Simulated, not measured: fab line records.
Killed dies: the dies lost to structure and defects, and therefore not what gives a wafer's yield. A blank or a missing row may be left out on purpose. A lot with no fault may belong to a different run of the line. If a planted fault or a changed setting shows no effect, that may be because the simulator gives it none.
fab line records    flow n5-finfet
[record] lots = 7  wafers = 21  last-day = 17
route steps=1938 shown SD_EPI_P@326 SD_ACTIVATION@330 ILD0@335 BEOL_M4@1111 PASSIVATION@1936
lots that met no fault: taken from a fault-free run of the same line
start-h: start of the lot's first displayed wafer, in hours after the record's first day    wait-h: hours since the lot's step before    " unchanged from the row above    L1.1+2: one row covering several wafers at once    - either no value or no given start    * or withheld: withheld    < > ~ a bound
route shown NAME@n: names a module that has steps shown in the file, with the first one's number in the route    usual: the fault-free wafers' mean and standard deviation    same: alike in all rows    chamber/n: place in a boat    sites: per-site readings    _std_site: the values' standard deviation    _edge_site: inner sites' mean taken away from outer sites' mean    radius-mm: for every site, how far away it sits from the centre of the wafer    mask NAME#n: copy n    behind: the most recent tool/chamber to have shaped the wafer    hold: why the lot went on hold/how many hours it stayed there/how the hold came to an end    device: transistor that didn't switch, given as n, p or np    end of line: tests of these same wafers at the route's end    a step given without rows: its recipe and nothing more    killed: not the wafer's yield, but the dies lost to structure and defects at the first sort    map: the dies of a wafer, with x for killed, . for not killed, _ for no die there
set.NAME: setting as actually run; set.NAME@STEP: the setting as run at that earlier step    model.NAME: the simulator's own value behind a step, which no gauge read
certain route steps with their lots: each step a table, each wafer a row
services: the hour from which a tool's chamber was out of use, counted from the record's first day as start-h (under 0 if before that day), plus the number of hours and why
[[steps]]
[step N5_SD_EPI_P_PRECLEAN_32]
[recipe] chemistry = dHF  time-s = 10  dilution = 500:1  temp-c = 25
[step N5_SD_EPI_P_PRECLEAN_33]
[recipe] chemistry = SC2  time-s = 45  temp-c = 35  mix = 1:1:50
[step N5_SD_EPI_P_SRD_25]
[recipe] time-s = 30  temp-c = 23  rinse-liquid = diw  dry = ipa-marangoni
[step N5_SD_EPI_P_INSPECT_26]
[recipe] inspect-instrument = darkfield  mode = post-epi
[usual] raw-defect-count = 194/41
lot.wafer  tool               chamber  start-h  wait-h  raw-defect-count
L105.1     defect-inspect-01  -        70.89    0.0     216
L105.2     "                  -        "        "       170
L105.3     "                  -        "        "       166
L110.2     defect-inspect-01  -        100.72   0.0     291
L110.3     "                  -        "        "       162
L110.6     "                  -        "        "       213
L115.2     defect-inspect-01  -        136.67   0.0     204
L115.3     "                  -        "        "       227
L115.4     "                  -        "        "       224
L117.2     defect-inspect-01  -        144.70   0.0     157
L117.3     "                  -        "        "       122
L117.4     "                  -        "        "       186
L118.1     defect-inspect-01  -        148.24   0.0     120
L118.3     "                  -        "        "       132
L118.4     "                  -        "        "       151
L119.2     defect-inspect-02  -        154.82   0.0     194
L119.5     "                  -        "        "       160
L119.6     "                  -        "        "       192
L122.3     defect-inspect-02  -        175.40   0.0     182
L122.5     "                  -        "        "       144
L122.6     "                  -        "        "       155
[step N5_SD_ACTIVATION_RTA_00]
[recipe] temp-c = 975  time-s = 0  ambient = N2  idle-temp-c = 600  ramp-up-c-per-s = 150  ramp-down-c-per-s = 60  cool-to-c = 600
[usual] lamp-power-pct = 8.96/0.054  wafer_temp_C_max = 974.9/1.9
[same] time-s = 0
lot.wafer  tool           chamber  start-h  wait-h  lamp-power-pct  wafer_temp_C_max
L105.1     rtp-anneal-01  0        70.92    0.0     8.92            976.0
L105.2     "              0        "        "       9.02            974.7
L105.3     "              0        "        "       8.90            975.5
L110.2     rtp-anneal-01  0        101.22   0.5     8.95            973.7
L110.3     "              0        "        "       8.91            972.2
L110.6     "              0        "        "       8.95            973.4
L115.2     rtp-anneal-02  0        137.12   0.4     8.99            974.3
L115.3     "              0        "        "       8.90            970.5
L115.4     "              0        "        "       9.07            976.6
L117.2     rtp-anneal-02  0        144.87   0.2     8.93            973.4
L117.3     "              0        "        "       8.89            972.8
L117.4     "              0        "        "       9.01            972.1
L118.1     rtp-anneal-02  0        148.38   0.1     8.98            973.1
L118.3     "              0        "        "       8.94            974.7
L118.4     "              0        "        "       9.02            975.1
L119.2     rtp-anneal-02  0        154.95   0.1     8.98            974.4
L119.5     "              0        "        "       8.86            975.0
L119.6     "              0        "        "       8.85            977.4
L122.3     rtp-anneal-02  0        175.56   0.2     8.90            974.7
L122.5     "              0        "        "       9.04            972.8
L122.6     "              0        "        "       9.09            974.5
[step N5_SD_ACTIVATION_LSA_01]
[recipe] temp-c = 1080  time-s = 0.0008  ambient = N2
[usual] wafer_temp_C_max = 1083.0/0.74
[same] time-s = 0.0008
lot.wafer  tool             chamber  start-h  wait-h  wafer_temp_C_max
L105.1     laser-anneal-01  0        71.12    0.2     1082.2
L105.2     "                0        "        "       1083.8
L105.3     "                0        "        "       1082.0
L110.2     laser-anneal-01  0        101.42   0.2     1083.1
L110.3     "                0        "        "       1083.4
L110.6     "                0        "        "       1083.0
L115.2     laser-anneal-02  0        137.33   0.2     1083.4
L115.3     "                0        "        "       1083.9
L115.4     "                0        "        "       1082.8
L117.2     laser-anneal-02  0        145.07   0.2     1083.2
L117.3     "                0        "        "       1082.6
L117.4     "                0        "        "       1083.3
L118.1     laser-anneal-01  0        148.58   0.2     1082.8
L118.3     "                0        "        "       1084.1
L118.4     "                0        "        "       1082.5
L119.2     laser-anneal-02  0        155.15   0.2     1083.0
L119.5     "                0        "        "       1083.1
L119.6     "                0        "        "       1083.0
L122.3     laser-anneal-01  0        175.76   0.2     1082.9
L122.5     "                0        "        "       1082.7
L122.6     "                0        "        "       1083.6
[step N5_SD_ACTIVATION_RS_MEAS_03]
[recipe] thk-meas-gauge = four-point-probe
[usual] RS_SD_N = 21.92/0.28  RS_SD_P = 56.3/1.1
lot.wafer  tool           chamber  start-h  wait-h  RS_SD_N[ohm/sq]  RS_SD_P[ohm/sq]
L105.1     film-metro-02  -        71.33    0.2     21.69            57.0
L105.2     "              -        "        "       22.00            57.7
L105.3     "              -        "        "       21.82            57.4
L110.2     film-metro-01  -        101.61   0.2     21.87            58.3
L110.3     "              -        "        "       21.64            57.9
L110.6     "              -        "        "       21.65            58.1
L115.2     film-metro-01  -        137.52   0.2     21.98            56.0
L115.3     "              -        "        "       22.00            56.2
L115.4     "              -        "        "       21.70            56.2
L117.2     film-metro-02  -        145.27   0.2     21.85            55.7
L117.3     "              -        "        "       21.49            56.6
L117.4     "              -        "        "       21.98            56.6
L118.1     film-metro-01  -        148.79   0.2     22.34            54.9
L118.3     "              -        "        "       22.27            55.0
L118.4     "              -        "        "       21.88            55.1
L119.2     film-metro-02  -        155.35   0.2     21.78            55.7
L119.5     "              -        "        "       21.71            54.5
L119.6     "              -        "        "       21.79            55.2
L122.3     film-metro-01  -        175.94   0.2     22.18            57.1
L122.5     "              -        "        "       22.16            57.4
L122.6     "              -        "        "       21.59            57.2
[step N5_SD_ACTIVATION_INSPECT_02]
[recipe] inspect-instrument = darkfield  mode = post-anneal
[usual] raw-defect-count = 196/41
lot.wafer  tool               chamber  start-h  wait-h  raw-defect-count
L105.1     defect-inspect-01  -        71.65    0.2     216
L105.2     "                  -        "        "       167
L105.3     "                  -        "        "       158
L110.2     defect-inspect-01  -        101.91   0.1     310
L110.3     "                  -        "        "       149
L110.6     "                  -        "        "       193
L115.2     defect-inspect-01  -        137.83   0.1     212
L115.3     "                  -        "        "       225
L115.4     "                  -        "        "       212
L117.2     defect-inspect-01  -        145.57   0.1     159
L117.3     "                  -        "        "       134
L117.4     "                  -        "        "       192
L118.1     defect-inspect-01  -        149.11   0.2     138
L118.3     "                  -        "        "       143
L118.4     "                  -        "        "       164
L119.2     defect-inspect-02  -        155.65   0.1     200
L119.5     "                  -        "        "       177
L119.6     "                  -        "        "       179
L122.3     defect-inspect-02  -        176.22   0.1     181
L122.5     "                  -        "        "       151
L122.6     "                  -        "        "       162
[step N5_ILD0_LINER_00]
[recipe] material = SiNx  target-thk-a = 40  temp-c = 400  ald-precursor-family = SiH2I2  ald-co-reactant = N2/H2-plasma  pulse-time-s = 1  purge-time-s = 2  co-reactant-purge-time-s = 2  ald-cycles = 80  pressure-torr = 2
[usual] heater-power-w = 878/73  precursor-pulse-height-rel = 1.001/0.02
[same] co-reactant-purge-time-s = 2
lot.wafer  tool        chamber  start-h  wait-h  heater-power-w  precursor-pulse-height-rel
L105.1     ald-sin-04  2        71.96    0.3     884             1.019
L105.2     "           1        "        "       782             0.996
L105.3     "           0        "        "       965             0.986
L110.2     ald-sin-04  3        101.95   0.0     716             1.013
L110.3     "           0        "        "       956             0.988
L110.6     "           3        "        "       719             1.004
L115.2     ald-sin-01  3        137.86   0.0     846             0.981
L115.3     "           1        "        "       789             1.009
L115.4     "           0        "        "       951             1.020
L117.2     ald-sin-01  3        145.87   0.3     853             0.953
L117.3     "           1        "        "       807             0.979
L117.4     "           1        "        "       782             0.954
L118.1     ald-sin-04  3        149.14   0.0     717             1.027
L118.3     "           2        "        "       884             0.985
L118.4     "           0        "        "       957             1.011
L119.2     ald-sin-04  0        155.92   0.3     963             1.015
L119.5     "           2        "        "       838             1.026
L119.6     "           1        "        "       861             0.976
L122.3     ald-sin-04  3        176.26   0.0     716             0.995
L122.5     "           1        "        "       865             1.026
L122.6     "           0        "        "       976             0.994
[step N5_ILD0_FCVD_FILL_01]
[recipe] material = SiO2_flowable  target-thk-a = 2000  temp-c = 100  pressure-torr = 0.8  rf-w = 2000  time-s = 328.3
[step N5_ILD0_CURE_02]
[recipe] temp-c = 450  time-s = 1800  ambient = steam  idle-temp-c = 400  ramp-up-c-per-min = 5  ramp-down-c-per-min = 3  densification-p-h2o-torr = 640
[step N5_ILD0_CMP_03]
[recipe] stop-on = SiNx  t-overpolish-s = 1.9  post-cmp-clean = alkaline-brush  down-force-psi = 4.1491  platen-rpm = 51.796  pad-velocity-m-s = 1.0306  target-thk-nm = 197.38
[usual] motor-current-A = 12.4/1.5  overpolish-run-s = 1.900/0.009  platen-rpm = 51.79/0.037  time-to-endpoint-s = 70/3.4
lot.wafer  tool    chamber  start-h  wait-h  motor-current-A  overpolish-run-s  platen-rpm  time-to-endpoint-s
L105.3     cmp-02  1        74.78    0.1     15.3             1.914             51.75       73
L105.1     "       3        "        "       11.3             1.911             51.78       74
L105.2     "       0        "        "       12.6             1.916             51.77       74
L110.2     cmp-03  0        105.71   0.1     12.6             1.902             51.84       65
L110.3     "       2        "        "       11.3             1.895             51.82       69
L110.6     "       0        "        "       12.2             1.898             51.84       70
L115.3     cmp-03  3        140.23   0.0     13.5             1.888             51.79       67
L115.4     "       1        "        "       13.0             1.900             51.84       66
L115.2     "       2        "        "       11.5             1.903             51.77       66
L117.4     cmp-02  2        148.24   0.0     11.9             1.901             51.77       68
L117.2     "       0        "        "       12.4             1.907             51.83       64
L117.3     "       1        "        "       15.6             1.914             49.67       73
L118.1     cmp-02  2        151.51   0.0     11.7             1.888             51.75       70
L118.3     "       3        "        "       10.7             1.904             51.76       66
L118.4     "       1        "        "       16.3             1.898             49.66       73
L119.2     cmp-02  2        158.32   0.1     11.6             1.897             51.75       71
L119.5     "       1        "        "       16.0             1.889             49.70       70
L119.6     "       2        "        "       12.2             1.888             51.81       74
L122.3     cmp-03  3        178.74   0.1     12.9             1.888             51.76       73
L122.6     "       0        "        "       11.9             1.887             51.78       67
L122.5     "       1        "        "       12.4             1.901             51.79       74
[step N5_ILD0_THK_MEAS_04]
[usual] thk-nm = 196.6/1.4
lot.wafer  tool           chamber  start-h  wait-h  thk-nm
L105.1     film-metro-02  -        75.07    -       195.1
L105.2     "              -        "        "       197.4
L105.3     "              -        "        "       197.5
L110.2     film-metro-02  -        105.96   -       196.7
L110.3     "              -        "        "       198.2
L110.6     "              -        "        "       197.3
L115.2     film-metro-02  -        140.52   -       196.5
L115.3     "              -        "        "       197.9
L115.4     "              -        "        "       197.3
L117.2     film-metro-02  -        148.54   -       195.6
L117.3     "              -        "        "       196.3
L117.4     "              -        "        "       196.1
L118.1     film-metro-02  -        151.80   -       196.8
L118.3     "              -        "        "       196.5
L118.4     "              -        "        "       196.8
L119.2     film-metro-02  -        158.58   -       195.8
L119.5     "              -        "        "       194.1
L119.6     "              -        "        "       196.2
L122.3     film-metro-01  -        178.92   -       198.2
L122.5     "              -        "        "       198.9
L122.6     "              -        "        "       197.1
[step N5_BEOL_M4_RC_MEAS_101]
[usual] DIBL_N = 36.4/1.6  DIBL_P = 36.2/1.8  IOFF_N = 0.159/0.029  IOFF_P = 0.21/0.034  ION_N = 670/12  ION_P = 459/8.2  SS_N = 71.5/0.59  SS_P = 73.2/0.54  VT_N = 250/3.3  VT_P = -250/3.7
lot.wafer  tool       chamber  start-h  wait-h  DIBL_N[mV/V]  DIBL_P[mV/V]  IOFF_N[nA/um]  IOFF_P[nA/um]  ION_N[uA/um]  ION_P[uA/um]  SS_N[mV/dec]  SS_P[mV/dec]  VT_N[mV]  VT_P[mV]
L105.1     prober-02  0        203.63   0.0     34.2          31.6          0.120          0.18           654           455           70.5          72.3          253       -250
L105.2     "          0        "        "       34.3          32.4          0.126          0.19           663           454           71.2          72.0          252       -245
L105.3     "          0        "        "       37.1          36.5          0.160          0.25           676           469           70.9          74.0          249       -246
L110.2     prober-01  0        244.11   0.2     35.9          34.4          0.120          0.15           647           438           71.3          73.7          255       -256
L110.3     "          0        "        "       38.7          38.6          0.180          0.21           666           449           71.5          74.1          251       -255
L110.6     "          0        "        "       37.7          36.1          0.152          0.17           670           444           71.5          73.4          251       -257
L117.2     prober-02  0        258.55   0.2     37.3          36.2          0.170          0.20           668           459           71.8          73.3          249       -250
L117.3     "          0        "        "       34.6          33.0          0.116          0.16           657           451           71.1          72.5          257       -251
L117.4     "          0        "        "       39.6          39.0          0.220          0.24           690           466           71.7          73.3          247       -251
L115.2     prober-01  0        272.58   0.2     38.0          35.7          0.173          0.21           672           455           71.8          73.6          247       -249
L115.3     "          0        "        "       39.2          38.0          0.204          0.26           675           463           73.0          74.1          247       -246
L115.4     "          0        "        "       37.6          36.4          0.166          0.23           677           465           71.0          72.7          249       -249
L118.1     prober-02  0        285.69   0.0     37.2          36.5          0.159          0.21           659           453           71.9          73.5          252       -253
L118.3     "          0        "        "       37.6          37.0          0.167          0.21           670           454           70.9          73.3          249       -250
L118.4     "          0        "        "       37.5          37.7          0.163          0.22           660           451           71.6          74.1          251       -249
L119.2     prober-01  0        288.18   0.2     34.9          34.8          0.139          0.19           677           461           71.3          73.2          251       -253
L119.5     "          0        "        "       36.2          37.2          0.160          0.23           679           470           70.8          74.1          247       -248
L119.6     "          0        "        "       35.3          35.4          0.146          0.19           666           459           70.5          73.4          250       -250
L122.3     prober-02  0        294.08   0.3     37.1          35.8          0.149          0.22           675           468           71.9          73.7          248       -250
L122.5     "          0        "        "       36.1          35.0          0.148          0.22           665           458           71.8          73.3          251       -248
L122.6     "          0        "        "       37.3          35.3          0.160          0.21           673           461           71.1          72.7          250       -250
[step N5_PASSIVATION_PROBE_49]
[usual] defect-limited-yield = 91.1/1.5  killed_at_M0_to_M3 = 33/9.9  killed_at_M4_up = 14/5.2  killed-at-contacts = 12/6.7  killed-at-front-end = 43/13  killed-at-other = 3.4/2.7  killed-dies = 105/17  killed-open = 69/13  killed-short = 33/7.5  sort_bin_5_function = 5.2/0.91  sort_bin_6_memory = 3.3/0.71  sort_bin_8_speed = 0.00/0.032  sort-n-pass = 1075/17  sort-yield-pct = 91.1/1.5
[same] gross-dies = 1180  killed-at-back-side = 0  sort_bin_4_leakage[%] = 0
lot.wafer  tool       chamber  start-h  wait-h  defect-limited-yield[%]  killed_at_M0_to_M3  killed_at_M4_up  killed-at-contacts  killed-at-front-end  killed-at-other  killed-dies  killed-open  killed-short  sort_bin_5_function[%]  sort_bin_6_memory[%]  sort_bin_8_speed[%]  sort-n-pass  sort-yield-pct[%]
L118.1     prober-01  -        384.00   0.8     93.0                     26                  9                6                   31                   11               83           57           25            4.6                     2.5                   0                    1097         93.0
L118.3     prober-01  -        384.10   0.9     92.5                     33                  7                6                   41                   1                88           59           23            4.3                     2.6                   0                    1092         92.5
L118.4     prober-01  -        384.15   0.9     93.1                     17                  16               5                   42                   2                82           58           23            4.0                     2.3                   0                    1098         93.1
// killed by level:class
L118.1 BEOL_M2:geometric-particle:open=7 BEOL_M3:geometric-particle:open=7 GATE_CUT:geometric-particle:short=6 MOL_CONTACT_COAG:geometric-particle:open=6 BEOL_M1:geometric-particle:open=6 FIN_SAQP:geometric-particle:open=5 PAD_METAL:geometric-particle:short=5 STI_FIN_REVEAL:geometric-particle:open=4
L118.3 STI_FIN_REVEAL:geometric-particle:open=7 BEOL_M1:geometric-particle:open=7 BEOL_M2:geometric-particle:open=6 FIN_SAQP:geometric-particle:open=5 FIN_SAQP:geometric-particle:short=5 GATE_CUT:geometric-particle:open=5 MOL_CONTACT_COAG:geometric-particle:open=5 BEOL_M0_SAQP:geometric-particle:open=5
L118.4 STI_FIN_REVEAL:geometric-particle:open=7 FIN_SAQP:geometric-particle:open=6 FIN_SAQP:geometric-particle:short=5 GATE_CUT:geometric-particle:short=5 BEOL_M2:geometric-particle:open=5 BEOL_M4:geometric-particle:open=5 BEOL_M0:geometric-particle:open=4 STARTING-WAFER:geometric-particle:open=4
[[services]]
tool             chamber  start-h  hours  kind
cmp-03           -        56.42    6.1    repair
laser-anneal-02  -        58.10    0.4    repair
ald-sin-04       3        60.49    3.6    repair
cmp-03           -        63.16    0.2    repair
ald-sin-04       -        85.25    14.0   pm
ald-sin-04       0        85.25    14.0   vent-cycle
ald-sin-04       1        85.25    14.0   vent-cycle
ald-sin-04       2        85.25    14.0   vent-cycle
ald-sin-04       3        85.25    14.0   vent-cycle
ald-sin-04       0        99.25    -      clean
ald-sin-04       1        99.25    -      clean
ald-sin-04       2        99.25    -      clean
ald-sin-04       3        99.25    -      clean
laser-anneal-01  -        104.54   2.5    pm
rtp-anneal-01    -        105.79   69.1   pm
laser-anneal-02  -        105.99   1.5    pm
cmp-03           -        127.78   4.0    pm
cmp-03           -        131.78   -      consumable-replace:conditioner
cmp-03           -        144.78   18.1   pm
laser-anneal-02  -        149.74   0.4    repair
ald-sin-04       3        162.91   8.3    repair
cmp-03           -        166.26   1.2    repair
laser-anneal-01  -        166.86   6.2    pm
cmp-03           -        171.73   1.7    repair
[[key]]
[first-sign] step = N5_ILD0_CMP_03  reading = platen-rpm  direction = down  sigmas = 57  usual = 51.79  struck = 49.68
effect none on later readings
met-at N5_ILD0_CMP_03
struck-wafers L117.3,L118.4,L119.5
onset-between 74.78 148.24
[fault] kind = process-parameter-drift  tool = cmp-02  chamber = 1  onset-h = 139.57  steps = N5_ILD0_CMP_03  channel = platen-rpm  offset = -2.0718  shape = step  end-h = 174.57  acts-in = these-recipes-only  stated = 51.796
